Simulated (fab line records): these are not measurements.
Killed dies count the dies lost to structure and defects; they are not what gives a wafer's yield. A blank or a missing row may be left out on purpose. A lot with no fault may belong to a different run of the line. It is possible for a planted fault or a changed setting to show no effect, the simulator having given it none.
Which of the tools did it?	flow n5-finfet	24 lots with 72 wafers sampled at 6 steps, on a route of 1938 steps

== WHAT THE GAUGES READ, wafer by wafer ==
N5_BEOL_M5_THK_MEAS_53: measures by xrf. Usual: M5_THK typically reads 61.3 nm, with standard deviation 1.5.
lot	measured	on	M5_THK (nm)	flag
L074	day 9 01:52	film-metro-02	60.7 60.3 60.2	
L075	day 9 10:34	film-metro-01	61.1 62.5 62.0	
L076	day 9 11:55	film-metro-02	60.3 59.7 60.9	
L079	day 10 05:06	film-metro-02	61.9 59.6 60.8	
L077	day 10 06:55	film-metro-01	62.0 62.2 63.3	
L078	day 10 13:22	film-metro-01	62.8 62.7 63.2	
L080	day 11 05:44	film-metro-01	61.4 62.6 61.7	
L082	day 11 12:39	film-metro-02	64.2 62.3 63.4	
L081	day 11 17:55	film-metro-01	58.0 59.4 59.0	
L084	day 11 19:16	film-metro-01	61.8 62.9 60.8	
L086	day 11 23:58	film-metro-02	61.9 60.4 59.8	
L085	day 12 17:55	film-metro-02	63.0 61.9 63.8	
L083	day 12 18:32	film-metro-02	58.1 61.3 60.3	
L088	day 12 22:22	film-metro-01	60.7 58.8 60.2	
L087	day 12 23:43	film-metro-01	61.3 61.5 59.7	
L090	day 13 05:47	film-metro-01	64.2 62.6 63.3	
L089	day 13 05:32	film-metro-01	60.9 59.0 59.9	
L092	day 14 02:03	film-metro-02	61.6 60.3 59.1	
L091	day 14 02:47	film-metro-01	59.7 60.2 60.1	
L093	day 14 05:53	film-metro-02	62.2 62.9 62.8	
L094	day 14 08:49	film-metro-01	63.4 64.0 64.0	
L095	day 14 14:41	film-metro-01	61.0 61.3 60.9	
L096	day 15 10:09	film-metro-01	61.9 60.8 59.8	
L097	day 15 14:58	film-metro-02	61.0 61.9 61.1	

== TOOL THAT RAN EACH LOT (tool first, then ch and the chambers of the sampled wafers, then the start) ==
lot	N5_BEOL_M4_ANNEAL_87	N5_BEOL_M4_ANNEAL_93	N5_BEOL_M4_SPUTTER_96	N5_BEOL_M5_STRIP_91	N5_BEOL_M5_DEGAS_44
L074	pvd-sputter-02, day 8 10:46	pvd-sputter-02, day 8 11:25	pvd-sputter-02, day 8 11:47	rie-diel-01 ch 0,2,3, day 8 19:59 or earlier	pvd-sputter-02, day 8 19:59
L075	pvd-sputter-02, day 8 16:23	pvd-sputter-02, day 8 17:02	pvd-sputter-02, day 8 17:24	rie-diel-01 ch 0,1, day 9 04:40 or earlier	pvd-sputter-01, day 9 04:40
L076	pvd-sputter-02, day 8 18:16	pvd-sputter-02, day 8 18:55	pvd-sputter-02, day 8 19:17	rie-diel-03 ch 0,2,3, day 9 04:49 or earlier	pvd-sputter-03, day 9 04:49
L079	pvd-sputter-01, day 9 14:16	pvd-sputter-01, day 9 14:56	pvd-sputter-01, day 9 15:17	rie-diel-03 ch 0,1, day 9 23:22 or earlier	pvd-sputter-02, day 9 23:22
L077	pvd-sputter-01, day 9 16:07	pvd-sputter-01, day 9 16:46	pvd-sputter-01, day 9 17:08	rie-diel-01 ch 1,2,3, day 10 00:35 or earlier	pvd-sputter-03, day 10 00:35
L078	pvd-sputter-03, day 9 18:34	pvd-sputter-03, day 9 19:14	pvd-sputter-03, day 9 19:35	rie-diel-01 ch 1,2, day 10 03:41 or earlier	pvd-sputter-02, day 10 03:41
L080	pvd-sputter-02, day 10 12:31	pvd-sputter-02, day 10 13:11	pvd-sputter-02, day 10 13:32	rie-diel-03 ch 0,1, day 10 23:50 or earlier	pvd-sputter-02, day 10 23:50
L082	pvd-sputter-02, day 10 20:07	pvd-sputter-02, day 10 20:46	pvd-sputter-02, day 10 21:08	rie-diel-06 ch 0,2,3, day 11 06:10 or earlier	pvd-sputter-01, day 11 06:10
L081	pvd-sputter-01, day 10 21:48	pvd-sputter-01, day 10 22:28	pvd-sputter-01, day 10 22:49	rie-diel-03 ch 0,1, day 11 06:57 or earlier	pvd-sputter-02, day 11 06:57
L084	pvd-sputter-02, day 11 05:32	pvd-sputter-02, day 11 06:11	pvd-sputter-02, day 11 06:33	rie-diel-01 ch 0,1,3, day 11 13:32 or earlier	pvd-sputter-02, day 11 13:32
L086	pvd-sputter-01, day 11 06:59	pvd-sputter-01, day 11 07:39	pvd-sputter-01, day 11 08:01	rie-diel-06 ch 1,2,3, day 11 18:07 or earlier	pvd-sputter-03, day 11 18:07
L085	pvd-sputter-03, day 12 00:10	pvd-sputter-03, day 12 00:49	pvd-sputter-03, day 12 01:11	rie-diel-01 ch 0,3, day 12 11:54 or earlier	pvd-sputter-01, day 12 11:54
L083	pvd-sputter-01, day 12 00:57	pvd-sputter-01, day 12 01:37	pvd-sputter-01, day 12 01:58	rie-diel-03 ch 0,1,2, day 12 12:41 or earlier	pvd-sputter-01, day 12 12:41
L088	pvd-sputter-03, day 12 05:47	pvd-sputter-03, day 12 06:26	pvd-sputter-03, day 12 06:48	rie-diel-03 ch 0,1, day 12 16:27 or earlier	pvd-sputter-02, day 12 16:27
L087	pvd-sputter-01, day 12 08:41	pvd-sputter-01, day 12 09:20	pvd-sputter-01, day 12 09:42	rie-diel-03 ch 0,1, day 12 17:22 or earlier	pvd-sputter-01, day 12 17:22
L090	pvd-sputter-01, day 12 10:31	pvd-sputter-01, day 12 11:11	pvd-sputter-01, day 12 11:32	rie-diel-06 ch 0,1,2, day 12 23:57 or earlier	pvd-sputter-02, day 12 23:57
L089	pvd-sputter-03, day 12 11:59	pvd-sputter-03, day 12 12:38	pvd-sputter-03, day 12 13:00	rie-diel-01 ch 2,3, day 12 23:47 or earlier	pvd-sputter-02, day 12 23:47
L092	pvd-sputter-03, day 13 12:00	pvd-sputter-03, day 13 12:40	pvd-sputter-03, day 13 13:01	rie-diel-01 ch 0,1, day 13 20:10 or earlier	pvd-sputter-03, day 13 20:10
L091	pvd-sputter-02, day 13 12:16	pvd-sputter-02, day 13 12:55	pvd-sputter-02, day 13 13:17	rie-diel-01 ch 1,3, day 13 20:51 or earlier	pvd-sputter-03, day 13 20:51
L093	pvd-sputter-03, day 13 15:04	pvd-sputter-03, day 13 15:43	pvd-sputter-03, day 13 16:05	rie-diel-01 ch 0,3, day 13 22:19 or earlier	pvd-sputter-02, day 13 22:19
L094	pvd-sputter-02, day 13 15:14	pvd-sputter-02, day 13 15:53	pvd-sputter-02, day 13 16:15	rie-diel-06 ch 0,1,3, day 14 02:19 or earlier	pvd-sputter-01, day 14 02:19
L095	pvd-sputter-02, day 13 23:19	pvd-sputter-02, day 13 23:59	pvd-sputter-02, day 14 00:20	rie-diel-01 ch 0,1,3, day 14 08:14 or earlier	pvd-sputter-01, day 14 08:14
L096	pvd-sputter-01, day 14 15:26	pvd-sputter-01, day 14 16:05	pvd-sputter-01, day 14 16:27	rie-diel-03 ch 1,2,3, day 15 04:01 or earlier	pvd-sputter-01, day 15 04:01
L097	pvd-sputter-01, day 14 19:11	pvd-sputter-01, day 14 19:51	pvd-sputter-01, day 14 20:13	rie-diel-06 ch 0,1, day 15 08:51 or earlier	pvd-sputter-03, day 15 08:51
- N5_BEOL_M4_ANNEAL_87: time 240 s.
- N5_BEOL_M4_ANNEAL_93: time 240 s.
- N5_BEOL_M4_SPUTTER_96: material Cu, target thk 4.5 nm, time 8.29 s.
- N5_BEOL_M5_STRIP_91: strips in N2/H2, time 10 s.
- N5_BEOL_M5_DEGAS_44: time 60 s.

== WHAT THE TOOLS THEMSELVES READ (means of the sampled wafers that have a number; where no wafer has one, the mark that the record gives instead) ==
N5_BEOL_M4_ANNEAL_87. Usual: heater-power-w at 815 W, with a standard deviation of 77.
lot	tool	heater-power-w (W)	flag
L074	pvd-sputter-02	888	
L075	pvd-sputter-02	823	
L076	pvd-sputter-02	753	
L079	pvd-sputter-01	808	
L077	pvd-sputter-01	802	
L078	pvd-sputter-03	788	
L080	pvd-sputter-02	838	
L082	pvd-sputter-02	791	
L081	pvd-sputter-01	802	
L084	pvd-sputter-02	902	
L086	pvd-sputter-01	769	
L085	pvd-sputter-03	818	
L083	pvd-sputter-01	771	
L088	pvd-sputter-03	785	
L087	pvd-sputter-01	829	
L090	pvd-sputter-01	829	
L089	pvd-sputter-03	774	
L092	pvd-sputter-03	746	
L091	pvd-sputter-02	877	
L093	pvd-sputter-03	802	
L094	pvd-sputter-02	844	
L095	pvd-sputter-02	759	
L096	pvd-sputter-01	818	
L097	pvd-sputter-01	847	

N5_BEOL_M4_ANNEAL_93. Usual: heater-power-w at 816 W, with a standard deviation of 78.
lot	tool	heater-power-w (W)	flag
L074	pvd-sputter-02	910	
L075	pvd-sputter-02	817	
L076	pvd-sputter-02	762	
L079	pvd-sputter-01	808	
L077	pvd-sputter-01	804	
L078	pvd-sputter-03	786	
L080	pvd-sputter-02	851	
L082	pvd-sputter-02	770	
L081	pvd-sputter-01	807	
L084	pvd-sputter-02	887	
L086	pvd-sputter-01	765	
L085	pvd-sputter-03	813	
L083	pvd-sputter-01	771	
L088	pvd-sputter-03	774	
L087	pvd-sputter-01	824	
L090	pvd-sputter-01	823	
L089	pvd-sputter-03	772	
L092	pvd-sputter-03	762	
L091	pvd-sputter-02	870	
L093	pvd-sputter-03	807	
L094	pvd-sputter-02	844	
L095	pvd-sputter-02	756	
L096	pvd-sputter-01	806	
L097	pvd-sputter-01	839	

N5_BEOL_M4_SPUTTER_96. Usual: chamber-pressure-pa 0.07001 Pa, standard deviation 0.00014; throttle-valve-pct 30.0 %, standard deviation 1.2.
lot	tool	chamber-pressure-pa (Pa)	throttle-valve-pct (%)	flag
L074	pvd-sputter-02	0.07014	30.7	
L075	pvd-sputter-02	0.07017	30.0	
L076	pvd-sputter-02	0.06989	29.9	
L079	pvd-sputter-01	0.07002	29.0	
L077	pvd-sputter-01	0.07006	30.0	
L078	pvd-sputter-03	0.07016	30.3	
L080	pvd-sputter-02	0.07004	30.7	
L082	pvd-sputter-02	0.06990	30.8	
L081	pvd-sputter-01	0.07002	30.0	
L084	pvd-sputter-02	0.06995	30.5	
L086	pvd-sputter-01	0.06994	30.5	
L085	pvd-sputter-03	0.07006	30.5	
L083	pvd-sputter-01	0.06987	29.4	
L088	pvd-sputter-03	0.06990	30.6	
L087	pvd-sputter-01	0.06995	30.3	
L090	pvd-sputter-01	0.06991	29.2	
L089	pvd-sputter-03	0.07009	30.6	
L092	pvd-sputter-03	0.06996	30.6	
L091	pvd-sputter-02	0.07001	29.9	
L093	pvd-sputter-03	0.07010	30.7	
L094	pvd-sputter-02	0.07003	30.8	
L095	pvd-sputter-02	0.07001	30.2	
L096	pvd-sputter-01	0.07005	29.8	
L097	pvd-sputter-01	0.06990	29.5	

N5_BEOL_M5_STRIP_91. Usual: chamber-pressure-mTorr 20.000 mTorr, standard deviation 0.018; drypump-motor-current-A 5.50 A, standard deviation 0.28; oes-product-au 0.75 a.u., standard deviation 0.059; rf-vpp-V 59.2 V, standard deviation 0.86; showerhead-plenum-p-Torr 2.51 Torr, standard deviation 0.096; throttle-valve-pct 23.65 %, standard deviation 0.29.
lot	tool	chamber-pressure-mTorr (mTorr)	drypump-motor-current-A (A)	oes-product-au (a.u.)	rf-vpp-V (V)	showerhead-plenum-p-Torr (Torr)	throttle-valve-pct (%)	flag
L074	rie-diel-01	19.995	5.47	0.77	59.4	2.51	23.72	
L075	rie-diel-01	20.010	5.41	0.74	59.3	2.61	23.70	
L076	rie-diel-03	20.004	5.52	0.72	59.8	2.52	23.77	
L079	rie-diel-03	20.006	5.34	0.75	58.9	2.39	23.17	
L077	rie-diel-01	20.012	5.66	0.74	59.5	2.53	23.74	
L078	rie-diel-01	20.009	5.63	0.71	59.2	2.58	23.77	
L080	rie-diel-03	20.005	5.32	0.75	59.5	2.39	23.20	
L082	rie-diel-06	20.006	5.50	0.78	59.9	2.55	23.62	
L081	rie-diel-03	20.000	5.35	0.74	59.0	2.38	23.20	
L084	rie-diel-01	20.013	5.44	0.75	58.6	2.54	23.69	
L086	rie-diel-06	19.995	5.67	0.78	58.9	2.55	23.73	
L085	rie-diel-01	19.992	5.26	0.78	59.7	2.52	23.70	
L083	rie-diel-03	20.021	5.36	0.72	59.3	2.45	23.54	
L088	rie-diel-03	19.994	5.44	0.72	59.2	2.44	23.20	
L087	rie-diel-03	19.997	5.35	0.73	58.5	2.38	23.21	
L090	rie-diel-06	19.985	5.80	0.83	59.6	2.60	23.56	
L089	rie-diel-01	20.001	5.69	0.70	58.6	2.48	23.80	
L092	rie-diel-01	20.009	5.42	0.71	59.6	2.59	23.76	
L091	rie-diel-01	19.999	5.62	0.70	58.9	2.55	23.72	
L093	rie-diel-01	19.985	5.47	0.75	59.2	2.48	23.68	
L094	rie-diel-06	20.009	5.51	0.79	58.4	2.51	23.58	
L095	rie-diel-01	19.989	5.45	0.73	59.8	2.53	23.72	
L096	rie-diel-03	19.999	5.40	0.78	59.2	2.44	23.72	
L097	rie-diel-06	20.006	5.64	0.82	59.7	2.56	23.42	

N5_BEOL_M5_DEGAS_44. Usual: heater-power-w at 329 W, with a standard deviation of 31.
lot	tool	heater-power-w (W)	flag
L074	pvd-sputter-02	324	
L075	pvd-sputter-01	325	
L076	pvd-sputter-03	337	
L079	pvd-sputter-02	372	
L077	pvd-sputter-03	312	
L078	pvd-sputter-02	331	
L080	pvd-sputter-02	358	
L082	pvd-sputter-01	353	
L081	pvd-sputter-02	317	
L084	pvd-sputter-02	370	
L086	pvd-sputter-03	342	
L085	pvd-sputter-01	303	
L083	pvd-sputter-01	323	
L088	pvd-sputter-02	348	
L087	pvd-sputter-01	299	
L090	pvd-sputter-02	351	
L089	pvd-sputter-02	369	
L092	pvd-sputter-03	308	
L091	pvd-sputter-03	319	
L093	pvd-sputter-02	363	
L094	pvd-sputter-01	333	
L095	pvd-sputter-01	310	
L096	pvd-sputter-01	324	
L097	pvd-sputter-03	303	

== THE ANSWER, worked out from the rows above alone ==
Rule: a lot counts as off when the mean over its wafers that have a number is more than 3 standard deviations away from the usual mean. A lot without any number at a reading at which 4 lots or more have one is off too. Any other lot the step has rows for is counted as sound. Order of review: gauges by route order, followed by the tools' own readings, for which a lot's mean as printed above is used. At the first step where some lot is off, the reading lying furthest off is the one used; lots without a number count as furthest.
None of the lots is off at any reading shown; this tells nothing.

== WHAT THE SIMULATOR HAD INSERTED ==
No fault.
